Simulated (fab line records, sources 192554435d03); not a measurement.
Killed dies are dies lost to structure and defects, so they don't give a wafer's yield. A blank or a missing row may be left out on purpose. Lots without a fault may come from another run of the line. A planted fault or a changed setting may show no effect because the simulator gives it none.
Which tool did it? | flow n5_finfet | 24 lots, 72 wafers sampled, at 5 steps of a route of 1938

WHAT THE GAUGES READ, wafer by wafer
N5_BEOL_M4_OVL_MEAS_29. Usual: V3_OVL -0.2 nm, standard deviation 0.54.
lot  | measured     | on         | V3_OVL (nm)    | flag
L074 | day 7 14:56  | overlay-02 | -1.1 -0.1 -0.1 |
L075 | day 7 21:14  | overlay-01 | 0.0 0.0 -0.2   |
L076 | day 7 22:41  | overlay-01 | -1.3 0.7 -1.3  |
L077 | day 8 05:44  | overlay-02 | -0.1 0.5 0.4   |
L078 | day 8 08:32  | overlay-02 | 0.4 0.1 0.0    |
L079 | day 9 04:29  | overlay-01 | 0.6 -0.2 0.2   |
L080 | day 9 06:56  | overlay-01 | -1.1 -0.4 0.6  |
L081 | day 9 19:16  | overlay-01 | 0.4 0.5 0.3    |
L082 | day 9 23:49  | overlay-01 | -0.2 -0.4 -0.7 |
L083 | day 10 00:23 | overlay-02 | -0.5 0.2 -0.6  |
L084 | day 10 09:52 | overlay-02 | -0.4 -0.4 -0.1 |
L085 | day 10 10:11 | overlay-02 | 0.1 0.3 0.7    |
L087 | day 10 12:20 | overlay-02 | -0.3 -0.6 -0.7 |
L086 | day 10 16:02 | overlay-01 | -0.4 0.2 0.3   |
L088 | day 11 01:29 | overlay-02 | -0.3 -0.5 -0.4 |
L089 | day 11 21:24 | overlay-02 | -0.8 -1.0 -0.9 |
L090 | day 12 07:56 | overlay-01 | 0.0 -0.1 -0.2  |
L091 | day 12 08:52 | overlay-02 | -0.5 0.4 -1.1  |
L093 | day 12 11:47 | overlay-02 | -0.7 -0.2 -1.4 |
L092 | day 12 16:28 | overlay-01 | 0.6 0.6 -0.1   |
L095 | day 13 02:46 | overlay-01 | -0.3 -0.2 -1.4 |
L094 | day 13 05:23 | overlay-02 | -1.2 -0.3 -0.6 |
L097 | day 13 05:40 | overlay-01 | -0.7 -0.2 0.3  |
L096 | day 13 08:14 | overlay-01 | -0.5 -0.6 -0.5 |

N5_BEOL_M4_THK_MEAS_53: measures by xrf. Usual: M4_THK 40.3 nm, standard deviation 1.4.
lot  | measured     | on            | M4_THK (nm)    | flag
L074 | day 8 00:30  | film_metro-01 | 38.3 38.1 41.1 |
L075 | day 8 03:13  | film_metro-02 | 40.6 41.2 39.9 |
L076 | day 8 04:58  | film_metro-02 | 41.7 41.4 39.9 |
L077 | day 8 22:25  | film_metro-02 | 40.2 41.5 41.9 |
L078 | day 9 04:55  | film_metro-01 | 39.7 40.9 40.5 |
L079 | day 9 09:38  | film_metro-02 | 41.8 43.1 42.6 |
L080 | day 9 13:02  | film_metro-02 | 37.9 39.5 41.1 |
L081 | day 10 08:04 | film_metro-02 | 40.2 39.1 40.4 |
L082 | day 10 08:16 | film_metro-01 | 37.9 42.7 40.5 |
L083 | day 10 11:24 | film_metro-01 | 42.3 41.8 41.5 |
L084 | day 10 15:35 | film_metro-02 | 41.3 42.2 41.4 |
L085 | day 10 23:46 | film_metro-02 | 37.5 39.1 38.8 |
L087 | day 11 01:13 | film_metro-01 | 40.0 42.7 40.4 |
L086 | day 11 09:25 | film_metro-02 | 39.8 40.1 38.0 |
L088 | day 11 20:30 | film_metro-02 | 37.7 41.7 41.1 |
L089 | day 12 03:34 | film_metro-01 | 39.9 39.1 40.6 |
L090 | day 12 19:02 | film_metro-01 | 40.6 39.7 39.2 |
L091 | day 12 18:54 | film_metro-02 | 38.9 39.4 41.0 |
L093 | day 12 20:45 | film_metro-02 | 38.2 37.9 39.6 |
L092 | day 12 22:05 | film_metro-01 | 40.4 40.1 37.8 |
L095 | day 13 16:33 | film_metro-01 | 40.5 39.8 39.0 |
L094 | day 13 17:44 | film_metro-01 | 40.2 40.3 40.2 |
L097 | day 13 18:23 | film_metro-01 | 40.2 38.0 39.8 |
L096 | day 13 22:54 | film_metro-02 | 43.5 40.4 40.9 |

WHICH TOOL RAN EACH LOT (tool, then ch and the chambers of the sampled wafers, then the start)
lot  | N5_BEOL_M4_ETCH_41                            | N5_BEOL_M4_DEGAS_44          | N5_BEOL_M4_ANNEAL_95
L074 | rie_diel-04 ch 0,1,3, day 7 21:03 or earlier  | pvd_sputter-02, day 7 21:03  | pvd_sputter-02, day 7 23:34
L075 | rie_diel-03 ch 0,1,2, day 8 00:01 or earlier  | pvd_sputter-01, day 8 00:01  | pvd_sputter-01, day 8 02:17
L076 | rie_diel-04 ch 0,1,2, day 8 00:10 or earlier  | pvd_sputter-01, day 8 00:10  | pvd_sputter-03, day 8 04:01
L077 | rie_diel-04 ch 0,1,2, day 8 18:56 or earlier  | pvd_sputter-03, day 8 18:56  | pvd_sputter-02, day 8 21:29
L078 | rie_diel-01 ch 0,1,3, day 9 00:02 or earlier  | pvd_sputter-01, day 9 00:02  | pvd_sputter-02, day 9 02:46
L079 | rie_diel-04 ch 0,2, day 9 06:20 or earlier    | pvd_sputter-01, day 9 06:20  | pvd_sputter-03, day 9 08:33
L080 | rie_diel-03 ch 0,1,3, day 9 09:50 or earlier  | pvd_sputter-02, day 9 09:50  | pvd_sputter-02, day 9 12:07
L081 | rie_diel-01 ch 0,2,3, day 10 04:43 or earlier | pvd_sputter-01, day 10 04:43 | pvd_sputter-01, day 10 07:03
L082 | rie_diel-04 ch 1,2,3, day 10 04:47 or earlier | pvd_sputter-01, day 10 04:47 | pvd_sputter-03, day 10 07:12
L083 | rie_diel-04 ch 2,3, day 10 08:16 or earlier   | pvd_sputter-01, day 10 08:16 | pvd_sputter-03, day 10 10:28
L084 | rie_diel-01 ch 1,3, day 10 11:40 or earlier   | pvd_sputter-03, day 10 11:40 | pvd_sputter-01, day 10 14:39
L085 | rie_diel-01 ch 0,3, day 10 20:12 or earlier   | pvd_sputter-01, day 10 20:12 | pvd_sputter-01, day 10 22:48
L087 | rie_diel-04 ch 1,3, day 10 20:17 or earlier   | pvd_sputter-01, day 10 20:17 | pvd_sputter-02, day 11 00:14
L086 | rie_diel-01 ch 1,3, day 11 06:08 or earlier   | pvd_sputter-03, day 11 06:08 | pvd_sputter-03, day 11 08:29
L088 | rie_diel-04 ch 1,2,3, day 11 15:38 or earlier | pvd_sputter-02, day 11 15:38 | pvd_sputter-01, day 11 19:35
L089 | rie_diel-01 ch 0,2, day 11 23:02 or earlier   | pvd_sputter-01, day 11 23:02 | pvd_sputter-01, day 12 02:35
L090 | rie_diel-01 ch 0,2,3, day 12 15:42 or earlier | pvd_sputter-01, day 12 15:42 | pvd_sputter-03, day 12 18:01
L091 | rie_diel-03 ch 0,1,3, day 12 15:47 or earlier | pvd_sputter-01, day 12 15:47 | pvd_sputter-01, day 12 17:59
L093 | rie_diel-03 ch 0,1,2, day 12 15:54 or earlier | pvd_sputter-02, day 12 15:54 | pvd_sputter-01, day 12 19:49
L092 | rie_diel-01 ch 0,1,3, day 12 18:54 or earlier | pvd_sputter-02, day 12 18:54 | pvd_sputter-02, day 12 21:09
L095 | rie_diel-04 ch 1,2, day 13 13:11 or earlier   | pvd_sputter-01, day 13 13:11 | pvd_sputter-01, day 13 15:37
L094 | rie_diel-03 ch 0,1, day 13 14:34 or earlier   | pvd_sputter-02, day 13 14:34 | pvd_sputter-02, day 13 16:49
L097 | rie_diel-01 ch 0,1,3, day 13 14:39 or earlier | pvd_sputter-02, day 13 14:39 | pvd_sputter-01, day 13 17:28
L096 | rie_diel-04 ch 1,3, day 13 19:43 or earlier   | pvd_sputter-03, day 13 19:43 | pvd_sputter-01, day 13 21:58
- N5_BEOL_M4_ETCH_41: etches SiCN in CH3F/O2, target depth 29.9 nm, time 52.5 s.
- N5_BEOL_M4_DEGAS_44: time 60 s.
- N5_BEOL_M4_ANNEAL_95: time 240 s.

WHAT THE TOOLS THEMSELVES READ (means of the sampled wafers that have a number; where no wafer has one, the mark that the record gives instead)
N5_BEOL_M4_ETCH_41. Usual: CH3F_flow_sccm 30.00 sccm, standard deviation 0.088; drypump_motor_current_A 5.6 A, standard deviation 0.46; oes_product_au 0.79 a.u., standard deviation 0.093; rf_fwd_power_W 390.8 W, standard deviation 1.6; rf_vpp_V 297.4 V, standard deviation 1.7; showerhead_plenum_p_Torr 2.00 Torr, standard deviation 0.072; throttle_valve_pct 16.31 %, standard deviation 0.17.
lot  | tool        | CH3F_flow_sccm (sccm) | drypump_motor_current_A (A) | oes_product_au (a.u.) | rf_fwd_power_W (W) | rf_vpp_V (V) | showerhead_plenum_p_Torr (Torr) | throttle_valve_pct (%) | flag
L074 | rie_diel-04 | 30.06                 | 5.7                         | 0.69                  | 391.9              | 298.1        | 2.04                            | 16.43                  |
L075 | rie_diel-03 | 30.08                 | 5.9                         | 0.78                  | 390.7              | 297.0        | 2.01                            | 16.26                  |
L076 | rie_diel-04 | 30.02                 | 5.8                         | 0.74                  | 391.8              | 297.3        | 1.99                            | 16.36                  |
L077 | rie_diel-04 | 30.05                 | 5.8                         | 0.73                  | 391.0              | 297.5        | 1.99                            | 16.37                  |
L078 | rie_diel-01 | 30.00                 | 5.6                         | 0.76                  | 390.4              | 295.7        | 1.95                            | 16.35                  |
L079 | rie_diel-04 | 30.02                 | 5.6                         | 0.76                  | 389.9              | 297.2        | 1.97                            | 16.33                  |
L080 | rie_diel-03 | 30.06                 | 5.4                         | 0.78                  | 389.9              | 297.6        | 2.01                            | 16.29                  |
L081 | rie_diel-01 | 29.97                 | 5.5                         | 0.83                  | 392.1              | 298.3        | 2.01                            | 16.23                  |
L082 | rie_diel-04 | 29.98                 | 5.8                         | 0.82                  | 390.6              | 297.4        | 1.99                            | 16.28                  |
L083 | rie_diel-04 | 29.93                 | 5.5                         | 0.91                  | 390.5              | 297.3        | 2.01                            | 16.15                  |
L084 | rie_diel-01 | 29.98                 | 5.4                         | 0.72                  | 390.6              | 294.6        | 1.93                            | 16.53                  |
L085 | rie_diel-01 | 29.91                 | 5.8                         | 0.77                  | 393.4              | 295.8        | 1.97                            | 16.32                  |
L087 | rie_diel-04 | 30.00                 | 5.9                         | 0.78                  | 392.9              | 297.1        | 2.00                            | 16.35                  |
L086 | rie_diel-01 | 30.07                 | 5.6                         | 0.73                  | 391.2              | 296.2        | 1.96                            | 16.51                  |
L088 | rie_diel-04 | 30.02                 | 5.8                         | 0.79                  | 390.2              | 296.8        | 1.99                            | 16.30                  |
L089 | rie_diel-01 | 30.05                 | 5.5                         | 0.82                  | 389.9              | 296.6        | 1.99                            | 16.16                  |
L090 | rie_diel-01 | 29.98                 | 5.5                         | 0.80                  | 390.4              | 298.4        | 2.01                            | 16.28                  |
L091 | rie_diel-03 | 30.07                 | 5.4                         | 0.76                  | 390.1              | 296.3        | 2.00                            | 16.32                  |
L093 | rie_diel-03 | 30.02                 | 5.9                         | 0.75                  | 389.5              | 297.4        | 2.00                            | 16.32                  |
L092 | rie_diel-01 | 29.95                 | 5.6                         | 0.83                  | 391.5              | 297.4        | 2.02                            | 16.26                  |
L095 | rie_diel-04 | 30.02                 | 6.0                         | 0.71                  | 392.2              | 297.4        | 1.96                            | 16.46                  |
L094 | rie_diel-03 | 29.99                 | 5.9                         | 0.75                  | 389.6              | 296.6        | 1.97                            | 16.25                  |
L097 | rie_diel-01 | 30.01                 | 5.6                         | 0.81                  | 390.2              | 297.3        | 2.01                            | 16.27                  |
L096 | rie_diel-04 | 29.98                 | 5.9                         | 0.76                  | 392.4              | 298.1        | 2.00                            | 16.38                  |

N5_BEOL_M4_DEGAS_44. Usual: heater_power_w 336 W, standard deviation 32; susceptor_temp_C 250.00 C, standard deviation 0.17.
lot  | tool           | heater_power_w (W) | susceptor_temp_C (C) | flag
L074 | pvd_sputter-02 | 345                | 249.90               |
L075 | pvd_sputter-01 | 336                | 249.91               |
L076 | pvd_sputter-01 | 326                | 250.02               |
L077 | pvd_sputter-03 | 329                | 250.02               |
L078 | pvd_sputter-01 | 316                | 250.01               |
L079 | pvd_sputter-01 | 308                | 249.92               |
L080 | pvd_sputter-02 | 347                | 250.06               |
L081 | pvd_sputter-01 | 331                | 250.19               |
L082 | pvd_sputter-01 | 329                | 249.89               |
L083 | pvd_sputter-01 | 331                | 250.02               |
L084 | pvd_sputter-03 | 337                | 250.13               |
L085 | pvd_sputter-01 | 338                | 250.01               |
L087 | pvd_sputter-01 | 333                | 250.08               |
L086 | pvd_sputter-03 | 342                | 249.77               |
L088 | pvd_sputter-02 | 350                | 249.84               |
L089 | pvd_sputter-01 | 340                | 249.87               |
L090 | pvd_sputter-01 | 333                | 250.02               |
L091 | pvd_sputter-01 | 335                | 250.21               |
L093 | pvd_sputter-02 | 344                | 249.98               |
L092 | pvd_sputter-02 | 339                | 250.12               |
L095 | pvd_sputter-01 | 334                | 250.02               |
L094 | pvd_sputter-02 | 342                | 250.01               |
L097 | pvd_sputter-02 | 355                | 250.00               |
L096 | pvd_sputter-03 | 342                | 249.96               |

N5_BEOL_M4_ANNEAL_95. Usual: heater_power_w 846 W, standard deviation 81; susceptor_temp_C 400.00 C, standard deviation 0.22.
lot  | tool           | heater_power_w (W) | susceptor_temp_C (C) | flag
L074 | pvd_sputter-02 | 897                | 400.03               |
L075 | pvd_sputter-01 | 830                | 399.84               |
L076 | pvd_sputter-03 | 861                | 400.03               |
L077 | pvd_sputter-02 | 884                | 400.16               |
L078 | pvd_sputter-02 | 833                | 399.93               |
L079 | pvd_sputter-03 | 857                | 400.33               |
L080 | pvd_sputter-02 | 867                | 400.27               |
L081 | pvd_sputter-01 | 778                | 399.77               |
L082 | pvd_sputter-03 | 871                | 399.91               |
L083 | pvd_sputter-03 | 864                | 400.08               |
L084 | pvd_sputter-01 | 747                | 399.99               |
L085 | pvd_sputter-01 | 829                | 399.89               |
L087 | pvd_sputter-02 | 865                | 400.00               |
L086 | pvd_sputter-03 | 915                | 399.99               |
L088 | pvd_sputter-01 | 844                | 399.94               |
L089 | pvd_sputter-01 | 819                | 400.31               |
L090 | pvd_sputter-03 | 820                | 399.85               |
L091 | pvd_sputter-01 | 836                | 400.14               |
L093 | pvd_sputter-01 | 897                | 400.11               |
L092 | pvd_sputter-02 | 836                | 400.06               |
L095 | pvd_sputter-01 | 771                | 399.82               |
L094 | pvd_sputter-02 | 870                | 400.13               |
L097 | pvd_sputter-01 | 764                | 399.98               |
L096 | pvd_sputter-01 | 767                | 400.01               |

THE ANSWER, worked out from the rows above alone
Rule: a lot is off if the mean of its wafers that have a number lies more than 3 standard deviations from the usual mean. A lot without any number at a reading at which 4 lots or more have one is off too. The other lots that the step has rows for count as sound. The gauges are gone through in route order, then the tools' own readings, and for those a lot's mean is taken as printed above. The first step at which some lot is off is used, and at that step the reading that is off furthest; a lot without a number counts as furthest.
No lot is off at any reading shown: from this, nothing can be told.

WHAT THE SIMULATOR HAD PUT IN
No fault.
